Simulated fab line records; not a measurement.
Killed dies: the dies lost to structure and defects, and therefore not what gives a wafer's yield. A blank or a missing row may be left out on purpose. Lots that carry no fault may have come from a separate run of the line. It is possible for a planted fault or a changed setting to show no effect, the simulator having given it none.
One fault through the eyes of 2 desks || flow nand_harc || every desk sees just its own numbers, and what lay behind them comes last

== FOR THE TOOL OWNER'S DESK: pecvd-02 ==
The tool's own readings at NHARC_A_ONON_D2_DEP_33 (deposits SiO2, target thk 200 nm): means of the sampled wafers that have a number, for each lot that ran on this tool. Marked OUT: a lot whose mean sits more than 4 standard deviations from the usual mean, which makes it out of limits; the brackets give that distance.
Columns: A = chamber_pressure_Torr at NHARC_A_ONON_D2_DEP_33, usual 6.501 Torr; B = heater_power_outer_w at NHARC_A_ONON_D2_DEP_33, usual 287 W; C = heater_power_w at NHARC_A_ONON_D2_DEP_33, usual 542 W; D = mfc_precursor_sccm at NHARC_A_ONON_D2_DEP_33, usual 161.4 sccm; E = throttle_valve_pct at NHARC_A_ONON_D2_DEP_33, usual 15.8 %
{"lot": "L719", "first seen here": "day 13 12:22", "A": 6.486, "B": 285, "C": 539, "D": 161.2, "E": 15.9}
{"lot": "L729", "first seen here": "day 17 17:02", "A": 6.496, "B": 238, "C": 443, "D": "186.4 (+51) OUT", "E": 16.4}
{"lot": "L732", "first seen here": "day 18 15:36", "A": 6.502, "B": 257, "C": 484, "D": "186.1 (+50) OUT", "E": 15.9}
This desk's verdict: out of limits on L729, L732, starting with L729 at day 17 17:02 (mfc_precursor_sccm at NHARC_A_ONON_D2_DEP_33). L719 stayed within limits.

== THE METROLOGY DESK ==
What the gauges read for every lot (on any tool): the sampled wafers with a number, averaged. Marked OUT: a lot whose mean sits more than 4 standard deviations from the usual mean, which makes it out of limits; the brackets give that distance.
Columns: A = thk_nm at NHARC_A_ONON_D2_THK_MEAS_14, usual 999 nm; B = thk_nm at NHARC_A_ONON_D2_THK_MEAS_18, usual 997 nm; C = thk_nm at NHARC_A_ONON_D2_THK_MEAS_21, usual 996 nm; D = thk_nm at NHARC_A_ONON_D2_THK_MEAS_24, usual 998 nm; E = thk_nm at NHARC_A_ONON_D2_THK_MEAS_27, usual 998 nm; F = thk_nm at NHARC_A_ONON_D2_THK_MEAS_30, usual 1000 nm; G = thk_nm at NHARC_A_ONON_D2_THK_MEAS_34, usual 200.9 nm
{"lot": "L719", "first seen here": "day 13 02:47", "A": 1002, "B": 994, "C": 1002, "D": 986, "E": 999, "F": 991, "G": 200.8}
{"lot": "L720", "first seen here": "day 13 13:32", "A": 1007, "B": 994, "C": 974, "D": 986, "E": 999, "F": 994, "G": 202.3}
{"lot": "L728", "first seen here": "day 17 07:10", "A": 1001, "B": 1003, "C": 991, "D": 989, "E": 994, "F": 998, "G": 202.1}
{"lot": "L729", "first seen here": "day 17 07:10", "A": 998, "B": 989, "C": 985, "D": 998, "E": 1002, "F": 1001, "G": "230.2 (+10) OUT"}
{"lot": "L732", "first seen here": "day 18 05:31", "A": 1000, "B": 975, "C": 995, "D": 985, "E": 995, "F": 999, "G": "230.0 (+10) OUT"}
{"lot": "L739", "first seen here": "day 21 09:25", "A": 1012, "B": 1000, "C": 1008, "D": 1017, "E": 990, "F": 1002, "G": 199.8}
This desk's verdict: out of limits on L729, L732, starting with L729 at day 17 17:28 (thk_nm at NHARC_A_ONON_D2_THK_MEAS_34). L719, L720, L728, L739 stayed within limits.

== PUT TOGETHER ==
At day 17 17:02, on L729, L732, the tool owner's desk was in a position to raise an alarm.
At day 17 17:28 the metrology desk could have sounded an alarm, on L729, L732.
All the named lots went through NHARC_A_ONON_D2_DEP_33 on pecvd-02.

== WHAT HAD BEEN PUT IN BY THE SIMULATOR ==
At NHARC_A_ONON_D2_DEP_33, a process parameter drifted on pecvd-02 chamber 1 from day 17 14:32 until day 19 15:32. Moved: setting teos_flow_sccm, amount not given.
Struck lots among those shown: L729, L732.
Counting hours from when the fault started, the first reading out of limits came at 2 for the tool owner's desk and at 3 for the metrology desk.
